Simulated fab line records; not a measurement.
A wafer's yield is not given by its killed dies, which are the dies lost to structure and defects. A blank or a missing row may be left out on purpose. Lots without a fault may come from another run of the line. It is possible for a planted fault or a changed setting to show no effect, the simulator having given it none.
One fault seen from 2 desks || flow n5Finfet || each desk holds nothing but its own numbers, with what lay behind them at the end

TOOL OWNER'S DESK, aldSin-02
The tool's own readings at N5_MOL_CONTACT_COAG_ALD_27 (deposits SiOC, target thk 17 nm, pulse time 1.5 s, time 2720 s): means of the sampled wafers that have a number, for each lot that ran on this tool. Marked OUT: a lot whose mean sits more than 4 standard deviations from the usual mean, which makes it out of limits; the brackets give that distance.
Columns: A = heaterPowerW at N5_MOL_CONTACT_COAG_ALD_27, usual 844 W; B = precursorPulseHeightRel at N5_MOL_CONTACT_COAG_ALD_27, usual 1.000; C = runLengthS at N5_MOL_CONTACT_COAG_ALD_27, usual 2769.8 s; D = susceptorTempC at N5_MOL_CONTACT_COAG_ALD_27, usual 399.97 C
{"lot": "L451", "first seen here": "day 5 22:06", "A": 788, "B": 1.001, "C": 2769.8, "D": 399.79}
{"lot": "L455", "first seen here": "day 6 17:07", "A": 786, "B": 1.002, "C": 2769.3, "D": 399.80}
{"lot": "L460", "first seen here": "day 7 23:30", "A": 737, "B": 0.995, "C": 2770.0, "D": 399.93}
{"lot": "L464", "first seen here": "day 8 23:07", "A": 842, "B": 1.010, "C": "2125.2 (-99 or more) OUT", "D": 399.63}
{"lot": "L465", "first seen here": "day 9 07:26", "A": 790, "B": 0.995, "C": "2124.8 (-99 or more) OUT", "D": 400.11}
This desk's verdict: out of limits on L464, L465, starting with L464 at day 8 23:07 (runLengthS at N5_MOL_CONTACT_COAG_ALD_27). In limits: L451, L455, L460.

AT THE METROLOGY DESK
What the gauges read, lot by lot, whatever tool the lot ran on: means of the sampled wafers that have a number. Marked OUT: a lot whose mean sits more than 4 standard deviations from the usual mean, which makes it out of limits; the brackets give that distance. 7 of its 11 readings are shown, namely those furthest out on some lot.
Columns: A = MD_CAP_THK at N5_MOL_CONTACT_COAG_THK_MEAS_29, usual 17.93 nm; B = DIBL_P at N5_BEOL_M4_RC_MEAS_101, usual 36.4 mV/V; C = ION_N at N5_BEOL_M4_RC_MEAS_101, usual 680 uA/um; D = SS_N at N5_BEOL_M4_RC_MEAS_101, usual 71.5 mV/dec; E = SS_P at N5_BEOL_M4_RC_MEAS_101, usual 73.2 mV/dec; F = VT_N at N5_BEOL_M4_RC_MEAS_101, usual 249 mV; G = VT_P at N5_BEOL_M4_RC_MEAS_101, usual -250 mV
{"lot": "L451", "first seen here": "day 5 23:58", "A": 17.85, "B": 36.5, "C": 693, "D": 71.5, "E": 73.6, "F": 247, "G": -248}
{"lot": "L454", "first seen here": "day 6 14:45", "A": 18.00, "B": 34.5, "C": 681, "D": 71.6, "E": 73.1, "F": 252, "G": -247}
{"lot": "L455", "first seen here": "day 6 18:59", "A": 18.03, "B": 36.3, "C": 678, "D": 71.7, "E": 73.3, "F": 248, "G": -251}
{"lot": "L456", "first seen here": "day 7 00:07", "A": 17.99, "B": 35.7, "C": 686, "D": 71.6, "E": 72.3, "F": 250, "G": -253}
{"lot": "L460", "first seen here": "day 8 01:22", "A": 18.06, "B": 34.6, "C": 679, "D": 71.3, "E": 72.7, "F": 248, "G": -251}
{"lot": "L464", "first seen here": "day 9 00:59", "A": 17.96, "B": 36.3, "C": 680, "D": 70.7, "E": 73.3, "F": 252, "G": -252}
{"lot": "L465", "first seen here": "day 9 09:18", "A": 17.97, "B": 37.0, "C": 668, "D": 71.5, "E": 72.8, "F": 253, "G": -250}
{"lot": "L468", "first seen here": "day 10 00:36", "A": 17.96, "B": 36.8, "C": 685, "D": 71.6, "E": 73.3, "F": 246, "G": -252}
{"lot": "L471", "first seen here": "day 10 21:43", "A": 18.04, "B": 36.4, "C": 678, "D": 71.7, "E": 73.1, "F": 249, "G": -249}
Result from this desk: across the 9 lots, nothing is out of limits.

BROUGHT TOGETHER
At day 8 23:07, on L464, L465, the tool owner's desk was in a position to raise an alarm.
Nothing out of limits was seen by the metrology desk.
The metrology desk has L464, L465 on record, within its limits.
The lots listed all ran N5_MOL_CONTACT_COAG_ALD_27 on aldSin-02.

WHAT WAS PUT IN BY THE SIMULATOR
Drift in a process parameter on aldSin-02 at N5_MOL_CONTACT_COAG_ALD_27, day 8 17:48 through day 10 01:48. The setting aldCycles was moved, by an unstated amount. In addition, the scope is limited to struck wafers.
Struck lots among those shown: L464, L465.
Each desk's first reading out of limits, in hours after the fault started: the tool owner's desk, 5.
